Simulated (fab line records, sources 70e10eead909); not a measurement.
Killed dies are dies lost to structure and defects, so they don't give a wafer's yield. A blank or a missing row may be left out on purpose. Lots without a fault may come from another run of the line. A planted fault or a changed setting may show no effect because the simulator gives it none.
Which tool did it? | flow nand_harc | 14 lots, 42 wafers sampled, at 3 steps of a route of 1302

WHAT THE GAUGES READ, wafer by wafer
NHARC_A_ONON_D1_THK_MEAS_34: measures by ellipsometry.
lot  | measured     | on            | thk_nm (nm)
L981 | day 8 01:18  | film_metro-02 | 200.6 196.4 203.5
L982 | day 8 18:41  | film_metro-01 | 193.6 198.3 197.8
L984 | day 9 11:31  | film_metro-02 | 198.4 201.7 205.0
L986 | day 10 03:06 | film_metro-01 | 194.6 198.1 198.8
L987 | day 10 13:19 | film_metro-02 | 200.0 195.4 201.6
L996 | day 14 04:52 | film_metro-02 | 196.6 202.4 198.1
L995 | day 14 05:07 | film_metro-01 | 194.9 203.0 195.4
L997 | day 14 23:13 | film_metro-02 | 198.8 198.5 200.8
L999 | day 15 17:21 | film_metro-02 | 199.6 194.3 200.9
L998 | day 15 17:21 | film_metro-02 | 195.9 199.0 201.3
L100 | day 16 09:53 | film_metro-02 | 195.8 198.9 199.7
L102 | day 16 22:50 | film_metro-01 | 194.5 199.2 201.2
L103 | day 17 08:27 | film_metro-02 | 197.8 201.4 199.6
L104 | day 18 06:26 | film_metro-01 | 198.1 199.2 200.9

NHARC_A_CHANNEL_HOLE_D1_OVL_MEAS_11.
lot  | measured     | on         | overlay_x_nm (nm) | overlay_y_nm (nm)
L981 | day 8 07:03  | overlay-02 | -0.4 0.0 -0.9     | -0.4 -0.2 -0.1
L982 | day 9 01:02  | overlay-02 | 0.0 0.8 -0.2      | -0.9 -1.1 -1.1
L984 | day 9 14:15  | overlay-02 | -0.1 0.5 0.0      | 0.5 0.6 0.1
L986 | day 10 07:38 | overlay-02 | -2.0 -1.7 -1.9    | 0.1 -0.3 -0.6
L987 | day 10 16:23 | overlay-02 | 1.5 2.1 1.3       | 0.5 0.3 0.6
L996 | day 14 09:18 | overlay-01 | 1.9 1.6 1.8       | -1.0 -1.6 -1.2
L995 | day 14 10:43 | overlay-01 | -0.1 -0.2 -0.2    | -0.1 0.1 0.2
L997 | day 15 02:39 | overlay-01 | 0.3 -0.1 -0.1     | -0.4 -0.6 -0.2
L999 | day 15 20:11 | overlay-02 | -0.8 -0.8 -0.6    | 0.5 0.1 0.5
L998 | day 15 20:21 | overlay-01 | 0.1 0.8 0.4       | -0.7 0.1 -1.0
L100 | day 16 12:45 | overlay-01 | 0.5 0.5 0.4       | -0.6 -1.6 -1.5
L102 | day 17 03:38 | overlay-01 | 0.2 0.4 0.6       | -1.2 -1.0 -1.4
L103 | day 17 11:13 | overlay-02 | -0.7 -0.4 -0.1    | -0.4 -0.5 -0.4
L104 | day 18 09:51 | overlay-02 | -0.2 -0.5 -0.9    | 0.2 -0.2 0.0

NHARC_A_CHANNEL_HOLE_D1_INSPECT_40.
lot  | measured     | on                | raw_defect_count
L981 | day 8 14:01  | defect_inspect-02 | 100 118 92
L982 | day 9 08:20  | defect_inspect-01 | 102 107 122
L984 | day 9 21:25  | defect_inspect-02 | 40 59 36
L986 | day 10 16:44 | defect_inspect-02 | 53 37 34
L987 | day 11 01:38 | defect_inspect-01 | 61 56 55
L996 | day 14 20:31 | defect_inspect-02 | 103 93 121
L995 | day 14 17:51 | defect_inspect-02 | 51 42 35
L997 | day 15 09:44 | defect_inspect-01 | 69 69 60
L999 | day 16 03:14 | defect_inspect-01 | 65 64 54
L998 | day 16 04:41 | defect_inspect-02 | 92 101 102
L100 | day 16 19:47 | defect_inspect-02 | 49 41 64
L102 | day 17 10:38 | defect_inspect-01 | 74 74 97
L103 | day 17 21:20 | defect_inspect-01 | 42 35 39
L104 | day 18 17:02 | defect_inspect-02 | 71 56 53

WHICH TOOL RAN EACH LOT (tool, then ch and the chambers of the sampled wafers, then the start)
The record holds no process step before these readings.

WHAT THE TOOLS THEMSELVES READ (means of the sampled wafers that have a number; where no wafer has one, the mark that the record gives instead)
The record holds no such reading with a usual standard deviation.

THE ANSWER, worked out from the rows above alone
Rule: what is usual is taken from the lots themselves. Put in order of their means at a reading, lots are off if they are a third of the lots or fewer, leave a main group of 4 or more, and stand apart from it by a gap of 3 or more times the standard deviation of the main group's means; of several such gaps the widest counts. A main group whose means are all the same, to the digits that the tables above print for the reading, isn't used. A lot without any number at a reading at which 4 lots or more have one is off too. The other lots that the step has rows for count as sound. The gauges are gone through in route order, then the tools' own readings, and for those a lot's mean is taken as printed above. The first step at which some lot is off is used, and at that step the reading that is off furthest; a lot without a number counts as furthest.
No lot is off at any reading shown: from this, nothing can be told.

WHAT THE SIMULATOR HAD PUT IN
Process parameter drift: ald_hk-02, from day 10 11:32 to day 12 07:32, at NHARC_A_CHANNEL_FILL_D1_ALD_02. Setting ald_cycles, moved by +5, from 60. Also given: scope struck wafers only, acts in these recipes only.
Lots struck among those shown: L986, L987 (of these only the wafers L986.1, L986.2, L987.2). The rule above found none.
